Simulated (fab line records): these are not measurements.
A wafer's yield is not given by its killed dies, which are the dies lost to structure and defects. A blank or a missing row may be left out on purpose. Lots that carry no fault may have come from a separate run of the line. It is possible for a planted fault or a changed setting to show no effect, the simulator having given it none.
Which tool is to blame? -- flow n5Finfet -- 11 lots, 31 wafers sampled, at 5 steps of a route of 1938

== WHAT THE GAUGES SHOWED, per wafer ==
N5_BEOL_M13_RS_MEAS_54: measures by four-point-probe. Usual: for M13_RS the level is 0.0450 ohm/sq and the standard deviation is 0.00069.
lot,measured,on,M13_RS (ohm/sq),flag
L708,day 13 09:06,filmMetro-02,0.0445 0.0438 0.0441,
L710,day 14 00:23,filmMetro-01,0.0457 0.0458 0.0455,
L711,day 14 04:00,filmMetro-02,0.0443 0.0446 0.0454,
L709,day 14 05:16,filmMetro-02,0.0437 0.0451 0.0444,
L714,day 14 22:54,filmMetro-02,0.0437 0.0442,
L717,day 15 13:56,filmMetro-02,0.0442 0.0443,
L724,day 16 21:23,filmMetro-01,0.0458 0.0457 0.0457,
L723,day 16 21:45,filmMetro-01,0.0445 0.0448 0.0444,
L726,day 17 10:49,filmMetro-02,0.0451 0.0440 0.0448,
L727,day 18 05:41,filmMetro-02,0.0462 0.0455 0.0462,
L728,day 18 09:14,filmMetro-01,0.0454 0.0444 0.0439,

N5_BEOL_M14_THK_MEAS_01. Usual: for M14_ILD_THK the level is 1117 nm and the standard deviation is 15.
lot,measured,on,M14_ILD_THK (nm),flag
L708,day 13 09:22,filmMetro-02,1094 1110 1123,
L710,day 14 00:38,filmMetro-01,1104 1119 1110,
L711,day 14 04:15,filmMetro-02,1121 1121 1143,
L709,day 14 05:31,filmMetro-01,1126 1140 1144,
L714,day 14 23:10,filmMetro-01,1293 1106,OFF
L717,day 15 14:11,filmMetro-02,1130 1274,OFF
L724,day 16 21:38,filmMetro-01,1116 1126 1124,
L723,day 16 22:00,filmMetro-01,1117 1097 1131,
L726,day 17 11:04,filmMetro-02,1088 1114 1133,
L727,day 18 05:56,filmMetro-01,1120 1131 1134,
L728,day 18 09:29,filmMetro-01,1096 1102 1108,

N5_BEOL_M14_OVL_MEAS_11. Usual: for V13_OVL the level is 0 nm and the standard deviation is 5.2.
lot,measured,on,V13_OVL (nm),flag
L708,day 13 09:41,overlay-02,-6 -3 1,
L710,day 14 00:58,overlay-02,-5 0 -8,
L711,day 14 04:43,overlay-02,9 10 4,
L709,day 14 05:59,overlay-02,-13 -12 -11,
L714,day 14 23:37,overlay-01,0 -3,
L717,day 15 14:38,overlay-01,9 0,
L724,day 16 21:58,overlay-02,1 3 -2,
L723,day 16 22:28,overlay-01,-5 1 -6,
L726,day 17 11:32,overlay-01,4 2 2,
L727,day 18 06:17,overlay-02,0 -2 -5,
L728,day 18 09:50,overlay-01,3 6 3,

== EACH LOT AND THE TOOL THAT RAN IT (in order: tool; ch and the chambers of the sampled wafers; start) ==
lot,N5_BEOL_M13_ETCH_38,N5_BEOL_M14_ILD_DEP_00
L708,"rieDiel-02 ch 1,2, day 13 07:11","pecvd-01 ch 1,2, day 13 09:10"
L710,"rieDiel-05 ch 0,1,2, day 13 22:33","pecvd-03 ch 0,2, day 14 00:26"
L711,"rieDiel-02 ch 0,3, day 14 01:32","pecvd-01 ch 0,1,2, day 14 04:08"
L709,"rieDiel-06 ch 1,2, day 14 03:18","pecvd-04 ch 0,2, day 14 05:20"
L714,"rieDiel-02 ch 1,2, day 14 21:13","pecvd-01 ch 1,2, day 14 23:02"
L717,"rieDiel-02 ch 0,2, day 15 11:26","pecvd-01 ch 1,2, day 15 14:04"
L724,"rieDiel-05 ch 1,2, day 16 19:15","pecvd-03 ch 0,1, day 16 21:26"
L723,"rieDiel-05 ch 0,1,3, day 16 19:39","pecvd-03 ch 0,2, day 16 21:49"
L726,"rieDiel-02 ch 2,3, day 17 08:36","pecvd-03 ch 1,2, day 17 10:53"
L727,"rieDiel-05 ch 0,3, day 18 03:46","pecvd-04 ch 0,1,2, day 18 05:45"
L728,"rieDiel-02 ch 2,3, day 18 07:38","pecvd-03 ch 0,1, day 18 09:18"
- N5_BEOL_M13_ETCH_38: etches SiCN in CF4/N2, target depth 67.5 nm, time 71.9 s.
- N5_BEOL_M14_ILD_DEP_00: deposits SiO2 from TEOS/O2, target thk 1119.3 nm, time 237.4 s.

== WHAT THE TOOLS THEMSELVES READ (means of the sampled wafers that have a number; where no wafer has one, the mark that the record gives instead) ==
N5_BEOL_M13_ETCH_38. Usual: biasW 70.00 W, standard deviation 0.25; drypumpMotorCurrentA 5.7 A, standard deviation 0.56; oesProductAu 0.78 a.u., standard deviation 0.06; rfVppV 382.3 V, standard deviation 1.9; showerheadPlenumPTorr 2.20 Torr, standard deviation 0.067; throttleValvePct 15.34 %, standard deviation 0.14.
lot,tool,biasW (W),drypumpMotorCurrentA (A),oesProductAu (a.u.),rfVppV (V),showerheadPlenumPTorr (Torr),throttleValvePct (%),flag
L708,rieDiel-02,69.83,6.3,0.81,384.9,2.29,15.40,
L710,rieDiel-05,69.86,5.4,0.77,382.6,2.21,15.32,
L711,rieDiel-02,70.07,5.4,0.77,382.0,2.19,15.16,
L709,rieDiel-06,69.95,5.7,0.82,380.5,2.13,15.36,
L714,rieDiel-02,70.00,6.2,0.79,383.6,2.28,15.44,
L717,rieDiel-02,70.14,5.9,0.77,382.9,2.21,15.36,
L724,rieDiel-05,70.16,5.8,0.75,381.8,2.17,15.30,
L723,rieDiel-05,70.15,5.6,0.71,382.3,2.24,15.34,
L726,rieDiel-02,70.11,5.6,0.76,381.0,2.18,15.46,
L727,rieDiel-05,70.32,5.5,0.71,385.0,2.27,15.34,
L728,rieDiel-02,69.81,5.6,0.76,381.2,2.18,15.49,

N5_BEOL_M14_ILD_DEP_00. Usual: heaterPowerW 513 W, standard deviation 61; showerheadPlenumPTorr 8.33 Torr, standard deviation 0.03; throttleValvePct 18.9 %, standard deviation 1.1.
lot,tool,heaterPowerW (W),showerheadPlenumPTorr (Torr),throttleValvePct (%),flag
L708,pecvd-01,528,8.33,20.2,
L710,pecvd-03,490,8.31,18.6,
L711,pecvd-01,496,8.34,19.4,
L709,pecvd-04,530,8.34,19.4,
L714,pecvd-01,456,8.34,19.5,
L717,pecvd-01,546,8.37,19.5,
L724,pecvd-03,518,8.33,19.2,
L723,pecvd-03,514,8.31,19.0,
L726,pecvd-03,511,8.30,18.3,
L727,pecvd-04,529,8.34,18.7,
L728,pecvd-03,549,8.31,18.7,

== THE ANSWER, worked out from the rows above alone ==
Rule: lot off if the mean of its wafers having a number is beyond 3 standard deviations from the usual mean. A lot without any number at a reading at which 4 lots or more have one is off too. All remaining lots with rows at the step are treated as sound. The gauges are gone through in route order, then the tools' own readings, and for those a lot's mean is taken as printed above. The first step at which some lot is off is used, and at that step the reading that is off furthest; a lot without a number counts as furthest.
Off: at N5_BEOL_M14_THK_MEAS_01 (M14_ILD_THK), L714, L717.
A tool fits if, at a process step before that reading, it ran every lot that is off, and no sound lot after the first of them. Gauges at N5_BEOL_M14_THK_MEAS_01: tried the same way as those tools. One fits: pecvd-01 at N5_BEOL_M14_ILD_DEP_00. A fault onset in the window from L711 (day 14 04:08, its last sound lot) to L714 (day 14 23:02, its first lot off) fits.

== WHAT THE SIMULATOR HAD INSERTED ==
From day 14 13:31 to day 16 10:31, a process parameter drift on pecvd-01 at N5_BEOL_M14_ILD_DEP_00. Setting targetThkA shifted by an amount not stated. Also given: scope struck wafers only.
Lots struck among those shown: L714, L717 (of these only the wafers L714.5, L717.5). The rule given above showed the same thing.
